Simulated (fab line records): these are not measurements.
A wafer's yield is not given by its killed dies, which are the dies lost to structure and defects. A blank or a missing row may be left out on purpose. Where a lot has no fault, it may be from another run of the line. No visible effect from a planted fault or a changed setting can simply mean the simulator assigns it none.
Chamber matching	flow n5 finfet	uv cure-01 running N5_BEOL_M6_CURE_74: 3 sister chambers
The step cures SiCOH lowk, time 240 s. 16 wafers are shown with their chamber, then 8 later ones without.

WAFERS WITH THEIR CHAMBER
wafer	chamber	lamp power pct (%)	wafer_temp_C_max
L074.2	0	52.37	387.0
L074.3	0	52.25	387.1
L074.4	0	52.39	386.6
L076.1	2	52.29	386.4
L076.2	2	52.20	386.4
L076.4	2	52.21	386.7
L075.3	0	52.27	386.8
L075.4	0	52.35	386.7
L075.5	0	52.33	386.7
L078.3	1	52.23	386.8
L078.5	1	52.32	386.4
L078.6	1	52.32	387.3
L085.1	0	52.28	386.6
L085.3	0	52.29	387.0
L085.5	0	52.33	386.9
L089.3	1	52.30	387.5

SIGNATURES (averages over the wafers above)
reading	chamber 0	chamber 1	chamber 2	scatter within a chamber
lamp power pct	52.3178	52.2925	52.2333	0.047
wafer_temp_C_max	386.822	387.000	386.500	0.288
Rule: for each reading, subtract the chamber's mean from the wafer's reading, divide by that reading's scatter and square the result; add these up over the readings and take the root, which gives the wafer's distance from the chamber. If the next closest chamber is less than 2 further off than the closest, the wafer can't be placed; otherwise it belongs to the closest. How the scatter is found: for the shown wafers, subtract from each reading the mean of its chamber, square and add these, divide the total by (wafers less chambers), then take the root.

WAFERS WHOSE CHAMBER IS MISSING
wafer	lamp power pct (%)	wafer_temp_C_max
L089.5	52.33	387.1
L089.6	52.30	387.1
L094.1	52.35	386.8
L094.2	52.36	386.8
L094.4	52.31	386.8
L095.2	52.30	386.3
L095.3	52.34	386.5
L095.4	52.33	386.6

THE CHAMBER EACH PASSED THROUGH
wafer	from the rows above	in truth
L089.5	can't be placed: 1 or 0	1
L089.6	can't be placed: 1 or 0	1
L094.1	can't be placed: 0 or 1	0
L094.2	can't be placed: 0 or 1 or 2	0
L094.4	can't be placed: 0 or 1 or 2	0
L095.2	can't be placed: 2 or 0 or 1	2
L095.3	can't be placed: 0 or 1 or 2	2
L095.4	can't be placed: 0 or 1 or 2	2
Correctly placed: 0 of 8. Not placeable from these rows: 8 (in 8, the candidates include the true chamber). Placed wrongly: 0.
